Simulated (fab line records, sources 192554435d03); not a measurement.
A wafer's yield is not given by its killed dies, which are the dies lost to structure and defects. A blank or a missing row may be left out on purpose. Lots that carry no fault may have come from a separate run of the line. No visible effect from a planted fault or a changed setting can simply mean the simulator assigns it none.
fab line records    flow n5Finfet
record lots=9  wafers=27  lastDay=19
route steps=1938 shown FIN_SAQP@124 FIN_CUT@154 BEOL_M4@1111
lots that met no fault: from a run of the same line without faults
startH: the number of hours between the record's first day and the start of the first shown wafer of the lot    waitH: hours elapsed since this lot's preceding step    " as in the row above    L1.1+2: a single row standing in for several wafers    - value missing, or start not given    * or withheld: withheld    < > ~ a bound
route shown NAME@n: a module of which the file shows steps, and the number in the route of the first    usual: mean and standard deviation over wafers with no fault    same: alike in all rows    chamber/n: place in a boat    sites: per-site readings    _std_site: how widely they spread, as a standard deviation    _edge_site: the outer-site mean with the inner-site mean subtracted    radiusMm: for every site, how far away it sits from the centre of the wafer    mask NAME#n: copy n    behind: the tool/chamber that last shaped the wafer    hold: the reason the lot was held/the length of the hold in hours/how it ended    device: whichever transistor did not switch (one of n, p or np)    end of line: the same wafers' tests at the end of the route    a step without rows: its recipe alone    killed: at the first sort, the dies lost to defects and structure; wafer yield is something else    map: per-die view of a wafer (x killed, . not killed, _ where there is no die)
set.NAME: the run value of the setting; set.NAME@STEP: its run value at that earlier step    model.NAME: the simulator's own value behind a step, which no gauge read
one table for each step of the route and one row for each wafer, over a sample of lots
services: a tool's chamber out of use, with start hour (startH, from the record's first day; less than 0 if before it), hours out, and reason
## steps
# step N5_FIN_SAQP_RECESS_75
# recipe chemistry=HF/NH3  target=SiO2  targetDepthA=144  afsCycles=3  tempC=30  sublimationTempC=180  sublimationTimeS=60
# usual drypumpMotorCurrentA=5.9/0.56
lot.wafer  tool          chamber  startH  waitH  drypumpMotorCurrentA
L699.2     vaporEtch-02  0        40.84   0.0    5.1
L699.4     "             1        "       "      6.6
L699.5     "             0        "       "      5.1
L703.2     vaporEtch-02  0        65.62   0.0    5.1
L703.3     "             0        "       "      5.1
L703.5     "             0        "       "      5.1
L704.2     vaporEtch-02  0        70.28   0.0    5.1
L704.3     "             0        "       "      5.1
L704.4     "             1        "       "      6.6
L709.1     vaporEtch-01  1        102.52  0.0    6.0
L709.2     "             0        "       "      6.1
L709.3     "             1        "       "      6.1
L712.1     vaporEtch-01  1        118.76  0.0    6.0
L712.3     "             0        "       "      6.1
L712.6     "             1        "       "      6.0
L715.2     vaporEtch-02  0        137.74  0.0    5.1
L715.3     "             1        "       "      6.6
L715.6     "             0        "       "      5.1
L716.3     vaporEtch-02  1        144.04  0.1    6.6
L716.4     "             0        "       "      5.1
L716.5     "             1        "       "      6.6
L718.1     vaporEtch-01  0        154.71  0.0    6.1
L718.4     "             1        "       "      6.1
L718.5     "             0        "       "      6.1
L719.1     vaporEtch-01  0        165.10  0.0    6.1
L719.3     "             1        "       "      6.1
L719.6     "             1        "       "      6.1
# step N5_FIN_SAQP_ETCH_57
# recipe chemistry=CH3F/O2  target=SiNx  maskMaterial=SiO2  targetDepthA=325  timeS=46.4  pressureMtorr=30  sourceW=395  biasW=73  Ar_flow_sccm=150  CH3F_flow_sccm=30  O2_flow_sccm=20  ionEnergyEv=120  ends=cleared
# usual drypumpMotorCurrentA=5.9/0.43  etchRfOnTimeS=46.0/1.3  oesProductAu=0.69/0.085  rfVppV=300/6.2  showerheadPlenumPTorr=2.00/0.082  throttleValvePct=16.36/0.2
lot.wafer  tool        chamber  startH  waitH  drypumpMotorCurrentA  etchRfOnTimeS  oesProductAu  rfHoursCounterH  rfVppV  showerheadPlenumPTorr  throttleValvePct
L699.2     rieDiel-03  0        42.27   0.1    5.7                   46.1           0.62          185              290     1.90                   16.45
L699.4     "           0        "       "      5.7                   46.8           0.62          -                290     1.90                   16.46
L699.5     "           2        "       "      5.1                   47.9           0.64          -                308     2.01                   16.30
L703.2     rieDiel-03  1        66.99   0.0    5.9                   46.1           0.80          10               297     2.06                   16.53
L703.3     "           0        "       "      5.7                   46.0           0.62          198              290     1.90                   16.47
L703.5     "           1        "       "      5.9                   47.5           0.79          -                297     2.06                   16.52
L704.2     rieDiel-02  1        71.63   0.0    6.2                   45.3           0.59          230              296     1.89                   16.46
L704.3     "           0        "       "      6.4                   45.3           0.66          137              306     1.93                   16.43
L704.4     "           2        "       "      6.0                   44.6           0.72          85               305     2.12                   16.22
L709.1     rieDiel-03  0        103.98  0.0    5.7                   44.9           0.62          212              290     1.89                   16.49
L709.2     "           1        "       "      5.9                   45.4           0.76          23               296     2.06                   16.54
L709.3     "           3        "       "      5.4                   44.0           0.80          12               309     2.12                   15.94
L712.1     rieDiel-02  0        120.32  0.0    6.4                   46.6           0.64          152              307     1.92                   16.46
L712.3     "           1        "       "      6.2                   45.4           0.59          245              299     1.89                   16.47
L712.6     "           3        "       "      6.3                   47.0           0.79          -                296     2.05                   16.23
L715.2     rieDiel-03  1        139.09  0.0    5.9                   46.7           0.75          37               296     2.05                   16.58
L715.3     "           2        "       "      5.1                   48.3           0.60          178              308     2.00                   16.37
L715.6     "           0        "       "      5.7                   47.8           0.60          -                290     1.89                   16.52
L716.3     rieDiel-03  1        145.51  0.0    5.9                   46.7           0.74          38               297     2.05                   16.57
L716.4     "           3        "       "      5.4                   47.1           0.75          28               309     2.12                   15.97
L716.5     "           0        "       "      5.7                   46.7           0.60          -                288     1.89                   16.52
L718.1     rieDiel-03  3        156.06  0.0    5.4                   45.6           0.75          32               311     2.11                   15.97
L718.4     "           0        "       "      5.7                   46.4           0.60          225              290     1.89                   16.52
L718.5     "           3        "       "      5.4                   46.5           0.75          -                309     2.11                   15.96
L719.1     rieDiel-02  3        167.23  0.4    6.4                   46.5           0.76          40               298     2.04                   16.29
L719.3     "           2        "       "      6.0                   43.9           0.70          121              304     2.11                   16.29
L719.6     "           3        "       "      6.3                   47.2           0.76          -                296     2.04                   16.29
# step N5_FIN_SAQP_HM_OPEN_33
# recipe chemistry=CH3F/O2  target=SiNx  maskMaterial=SiO2  targetDepthA=494  timeS=70.6  pressureMtorr=30  sourceW=395  biasW=73  Ar_flow_sccm=150  CH3F_flow_sccm=30  O2_flow_sccm=20  ionEnergyEv=120  ends=cleared
# usual drypumpMotorCurrentA=6.0/0.43  etchRfOnTimeS=68.2/1.9  oesProductAu=0.70/0.089  rfVppV=300/5.5  showerheadPlenumPTorr=1.99/0.08  throttleValvePct=16.33/0.24
lot.wafer  tool        chamber  startH  waitH  drypumpMotorCurrentA  etchRfOnTimeS  oesProductAu  rfHoursCounterH  rfVppV  showerheadPlenumPTorr  throttleValvePct
L699.2     rieDiel-02  2        43.97   0.1    6.0                   64.7           0.74          74               303     2.13                   16.18
L699.4     "           1        "       "      6.2                   68.5           0.60          219              297     1.90                   16.44
L699.5     "           3        "       "      6.3                   69.2           0.59          -                297     2.05                   16.62
L703.2     rieDiel-04  0        68.95   0.1    6.3                   66.3           0.59          246              302     1.96                   16.43
L703.3     "           2        "       "      6.3                   66.7           0.63          175              301     1.91                   16.72
L703.5     "           3        "       "      5.3                   65.0           0.83          -                294     1.96                   15.95
L704.2     rieDiel-03  2        73.31   0.2    5.1                   70.2           0.63          157              306     2.01                   16.33
L704.3     "           3        "       "      5.4                   68.8           0.83          1                310     2.13                   15.90
L704.4     "           0        "       "      5.7                   70.3           0.61          201              292     1.90                   16.47
L709.1     rieDiel-04  2        105.83  0.0    6.3                   69.0           0.63          191              300     1.90                   16.76
L709.2     "           3        "       "      5.3                   67.1           0.78          20               292     1.96                   15.99
L709.3     "           0        "       "      6.3                   67.5           0.86          0                301     1.96                   15.93
L712.1     rieDiel-03  3        121.89  0.1    5.4                   67.2           0.77          20               308     2.12                   15.96
L712.3     "           1        "       "      5.9                   70.1           0.75          31               296     2.06                   16.57
L712.6     "           2        "       "      5.1                   72.5           0.62          -                307     2.00                   16.36
L715.2     rieDiel-02  3        140.69  0.0    6.3                   68.3           0.77          28               297     2.04                   16.25
L715.3     "           2        "       "      6.0                   63.3           0.71          109              305     2.11                   16.27
L715.6     "           0        "       "      6.4                   68.4           0.64          -                306     1.92                   16.49
L716.3     rieDiel-04  0        147.05  0.0    6.2                   68.2           0.80          13               301     1.96                   15.97
L716.4     "           3        "       "      5.3                   65.9           0.76          33               293     1.95                   15.99
L716.5     "           2        "       "      6.3                   69.8           0.61          -                300     1.90                   16.79
L718.1     rieDiel-02  3        158.13  0.1    6.3                   68.7           0.76          35               299     2.04                   16.29
L718.4     "           0        "       "      6.4                   70.1           0.62          169              305     1.92                   16.48
L718.5     "           1        "       "      6.2                   69.8           0.80          -                302     2.13                   16.01
L719.1     rieDiel-02  3        169.26  0.0    6.3                   66.9           0.76          41               297     2.04                   16.28
L719.3     "           2        "       "      6.0                   65.2           0.69          123              305     2.11                   16.28
L719.6     "           0        "       "      6.4                   69.7           0.63          -                307     1.91                   16.51
# step N5_FIN_CUT_COAT_18
# recipe resist=SOC  tempC=250  timeS=60  spinRpm=1500  resistThkNm=230
# usual heaterPowerTotalW=500.5/1.7  plateTempC=249.95/0.18
lot.wafer  tool           chamber  startH  waitH  heaterPowerTotalW  plateTempC
L699.2     lithoTrack-01  0        44.54   0.0    500.5              249.84
L699.4     "              0        "       "      502.2              249.86
L699.5     "              0        "       "      497.9              250.08
L703.2     lithoTrack-02  0        69.52   0.0    498.8              249.92
L703.3     "              0        "       "      498.6              250.12
L703.5     "              0        "       "      499.2              249.93
L704.2     lithoTrack-05  0        73.88   0.0    499.0              250.03
L704.3     "              0        "       "      501.0              250.06
L704.4     "              0        "       "      502.8              250.08
L709.1     lithoTrack-05  0        106.42  0.0    499.3              250.04
L709.2     "              0        "       "      502.3              250.06
L709.3     "              0        "       "      497.9              250.05
L712.1     lithoTrack-05  0        122.46  0.0    397.4              207.40
L712.3     "              0        "       "      399.1              207.28
L712.6     "              0        "       "      399.3              207.06
L715.2     lithoTrack-05  0        141.26  0.0    395.0              207.21
L715.3     "              0        "       "      399.2              207.30
L715.6     "              0        "       "      396.3              207.45
L716.3     lithoTrack-01  0        147.62  0.0    502.4              249.81
L716.4     "              0        "       "      503.1              249.73
L716.5     "              0        "       "      502.7              249.90
L718.1     lithoTrack-01  0        158.70  0.0    497.7              249.99
L718.4     "              0        "       "      499.2              249.97
L718.5     "              0        "       "      502.3              249.81
L719.1     lithoTrack-01  0        169.82  0.0    499.7              249.65
L719.3     "              0        "       "      503.3              249.88
L719.6     "              0        "       "      498.7              249.70
# step N5_BEOL_M4_RC_MEAS_101
# usual DIBL_N=36.3/1.9  DIBL_P=36.0/2.1  IOFF_N=0.16/0.031  IOFF_P=0.21/0.035  ION_N=675/14  ION_P=464/8.5  SS_N=71.5/0.6  SS_P=73.3/0.72  VT_N=250/3.2  VT_P=-250/3.1
lot.wafer  tool       chamber  startH  waitH  DIBL_N[mV/V]  DIBL_P[mV/V]  IOFF_N[nA/um]  IOFF_P[nA/um]  ION_N[uA/um]  ION_P[uA/um]  SS_N[mV/dec]  SS_P[mV/dec]  VT_N[mV]  VT_P[mV]
L699.2     prober-01  0        183.01  0.2    34.5          36.0          0.14           0.19           691           475           70.4          73.7          249       -252
L699.4     "          0        "       "      34.5          36.8          0.14           0.20           673           464           70.9          74.3          251       -250
L699.5     "          0        "       "      39.1          41.7          0.24           0.29           698           470           71.9          74.9          242       -247
L704.2     prober-01  0        202.23  0.2    33.6          31.7          0.10           0.16           667           464           70.8          71.8          257       -254
L704.3     "          0        "       "      36.4          35.0          0.14           0.21           675           462           72.4          72.9          252       -248
L704.4     "          0        "       "      35.0          34.1          0.12           0.20           663           462           70.9          72.1          255       -249
L703.2     prober-02  0        207.27  0.2    39.5          38.3          0.19           0.27           675           465           72.0          73.3          249       -247
L703.3     "          0        "       "      39.9          38.0          0.22           0.27           672           460           72.6          73.2          247       -244
L703.5     "          0        "       "      36.4          35.1          0.16           0.22           677           470           70.3          72.6          251       -247
L716.3     prober-01  0        289.68  0.3    35.2          36.5          0.14           0.17           678           458           70.4          72.9          248       -257
L716.4     "          0        "       "      35.7          36.8          0.16           0.18           681           457           71.7          73.2          248       -254
L716.5     "          0        "       "      37.2          39.7          0.19           0.22           698           471           72.5          73.5          246       -250
L712.1     prober-02  0        295.30  0.0    39.3          40.2          0.22           0.29           696           484           72.3          74.4          246       -245
L712.3     "          0        "       "      36.0          35.6          0.15           0.19           694           475           70.8          73.4          249       -251
L712.6     "          0        "       "      36.2          36.0          0.15           0.20           686           472           71.5          73.3          249       -252
L709.1     prober-02  0        320.06  0.0    37.1          36.4          0.16           0.20           672           461           72.1          73.9          255       -252
L709.2     "          0        "       "      37.9          38.7          0.19           0.26           674           468           71.9          74.0          250       -248
L709.3     "          0        "       "      36.8          35.7          0.15           0.21           676           469           71.6          73.9          251       -250
L715.2     prober-01  0        321.02  0.2    36.4          36.4          0.18           0.21           668           460           72.1          73.0          249       -249
L715.3     "          0        "       "      36.8          38.3          0.19           0.24           685           466           71.9          74.0          247       -248
L715.6     "          0        "       "      36.2          37.6          0.18           0.25           681           469           71.6          74.3          246       -246
L718.1     prober-02  0        324.58  0.0    35.8          36.4          0.15           0.23           676           469           72.4          73.1          251       -249
L718.4     "          0        "       "      34.3          34.6          0.13           0.19           673           465           71.7          72.1          253       -250
L718.5     "          0        "       "      36.3          36.0          0.15           0.21           676           465           72.0          72.5          251       -249
L719.1     prober-01  0        340.67  0.0    36.2          36.7          0.15           0.21           668           460           71.1          73.1          250       -249
L719.3     "          0        "       "      36.5          36.7          0.15           0.21           668           458           70.7          73.2          251       -248
L719.6     "          0        "       "      36.9          37.3          0.16           0.21           665           457           71.4          74.1          251       -250
## services
tool          chamber  startH  hours  kind
rieDiel-03    1        21.50   -      clean
rieDiel-03    1        21.50   -      consumableReplace:focusRing
rieDiel-03    1        21.50   17.3   scheduledDown
rieDiel-03    1        21.50   17.3   ventCycle
rieDiel-04    -        24.08   0.3    repair
rieDiel-03    3        38.80   -      clean
rieDiel-03    3        38.80   -      consumableReplace:focusRing
rieDiel-03    3        38.80   -      consumableReplace:showerhead
rieDiel-03    3        38.80   32.4   scheduledDown
rieDiel-03    3        38.80   32.4   ventCycle
vaporEtch-01  -        45.21   0.3    repair
rieDiel-03    1        50.89   8.8    repair
rieDiel-02    3        52.36   -      clean
rieDiel-02    3        52.36   -      consumableReplace:focusRing
rieDiel-02    3        52.36   12.7   scheduledDown
rieDiel-02    3        52.36   12.7   ventCycle
vaporEtch-02  1        95.42   14.7   repair
rieDiel-04    1        98.25   7.9    repair
rieDiel-04    -        101.94  0.2    repair
rieDiel-03    2        103.38  6.4    repair
rieDiel-03    0        107.48  11.9   repair
rieDiel-04    0        111.02  1.2    repair
rieDiel-02    1        132.22  -      clean
rieDiel-02    1        162.01  21.4   repair
## key
firstSign step=N5_FIN_CUT_COAT_18  reading=plateTempC  direction=down  sigmas=99+  usual=*  struck=*
effect step=N5_FIN_CUT_COAT_18  reading=heaterPowerTotalW  direction=down  sigmas=61  usual=*  struck=*
metAt N5_FIN_CUT_COAT_18
struckLots L712,L715
notActingAt N5_FIN_SAQP_RECESS_75,N5_FIN_SAQP_ETCH_57,N5_FIN_SAQP_HM_OPEN_33
onsetBetween 106.42 122.46
fault kind=processParameterDrift  tool=lithoTrack-05  chamber=-  onsetH=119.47  steps=N5_FIN_CUT_COAT_18  channel=tempC  offset=*  shape=step  endH=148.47  actsIn=*  stated=*
